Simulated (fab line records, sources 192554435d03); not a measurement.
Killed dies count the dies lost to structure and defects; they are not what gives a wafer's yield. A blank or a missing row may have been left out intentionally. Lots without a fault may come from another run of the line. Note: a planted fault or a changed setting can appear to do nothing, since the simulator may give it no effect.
A single fault, viewed from 2 desks | flow n5 finfet | numbers are kept per desk, each desk with only its own; the story behind them comes last

THE DEFECT DESK
Lot by lot, what the route's inspections counted, given as the mean of those sampled wafers with a number. Any lot whose mean is over 4 standard deviations away from the usual mean is out of limits and marked OUT; that distance is given in the brackets.
Columns: A = raw defect count at N5_SDB_INSPECT_36, usual 36
lot  | first seen here | A
L282 | day 4 11:06     | 43
L283 | day 4 15:11     | 29
L284 | day 4 21:40     | 35
L286 | day 5 15:23     | 34
L291 | day 6 17:56     | 17
L295 | day 7 18:25     | 22
L297 | day 8 06:37     | 24
L298 | day 8 17:11     | 55
L299 | day 8 21:01     | 37
L303 | day 9 19:01     | 30
This desk found nothing out of limits on any of the 10 lots.

FROM THE METROLOGY DESK
Means of the sampled wafers that have a number, per lot and without regard to the tool the lot ran on: this is what the gauges read. Any lot whose mean is over 4 standard deviations away from the usual mean is out of limits and marked OUT; that distance is given in the brackets. Only the readings that lie furthest out on some lot appear, 7 of the 10 it has.
Columns: A = DIBL_P at N5_BEOL_M4_RC_MEAS_101, usual 36.1 mV/V; B = IOFF_N at N5_BEOL_M4_RC_MEAS_101, usual 0.16 nA/um; C = IOFF_P at N5_BEOL_M4_RC_MEAS_101, usual 0.22 nA/um; D = ION_P at N5_BEOL_M4_RC_MEAS_101, usual 463 uA/um; E = SS_P at N5_BEOL_M4_RC_MEAS_101, usual 73.2 mV/dec; F = VT_N at N5_BEOL_M4_RC_MEAS_101, usual 250 mV; G = VT_P at N5_BEOL_M4_RC_MEAS_101, usual -250 mV
lot  | first seen here | A    | B    | C    | D   | E    | F   | G
L282 | day 8 11:39     | 37.4 | 0.16 | 0.23 | 465 | 73.6 | 249 | -250
L283 | day 8 13:38     | 36.2 | 0.17 | 0.23 | 470 | 73.5 | 247 | -249
L284 | day 9 05:44     | 33.7 | 0.14 | 0.19 | 461 | 72.4 | 249 | -250
L286 | day 10 01:50    | 36.7 | 0.15 | 0.20 | 458 | 73.2 | 252 | -251
L291 | day 10 22:03    | 36.6 | 0.16 | 0.25 | 473 | 73.3 | 249 | -245
L295 | day 12 06:14    | 37.8 | 0.20 | 0.24 | 466 | 74.1 | 245 | -248
L297 | day 12 09:08    | 35.9 | 0.13 | 0.20 | 463 | 73.0 | 253 | -251
L298 | day 12 22:08    | 34.7 | 0.15 | 0.22 | 467 | 72.9 | 250 | -246
L299 | day 14 05:20    | 34.5 | 0.15 | 0.18 | 454 | 73.1 | 251 | -253
L303 | day 15 03:51    | 37.5 | 0.16 | 0.22 | 468 | 73.1 | 249 | -248
This desk found nothing out of limits on any of the 10 lots.

TAKEN TOGETHER
No out-of-limits result turned up at the defect desk.
Nothing out of limits was seen by the metrology desk.

WHAT WAS PUT IN BY THE SIMULATOR
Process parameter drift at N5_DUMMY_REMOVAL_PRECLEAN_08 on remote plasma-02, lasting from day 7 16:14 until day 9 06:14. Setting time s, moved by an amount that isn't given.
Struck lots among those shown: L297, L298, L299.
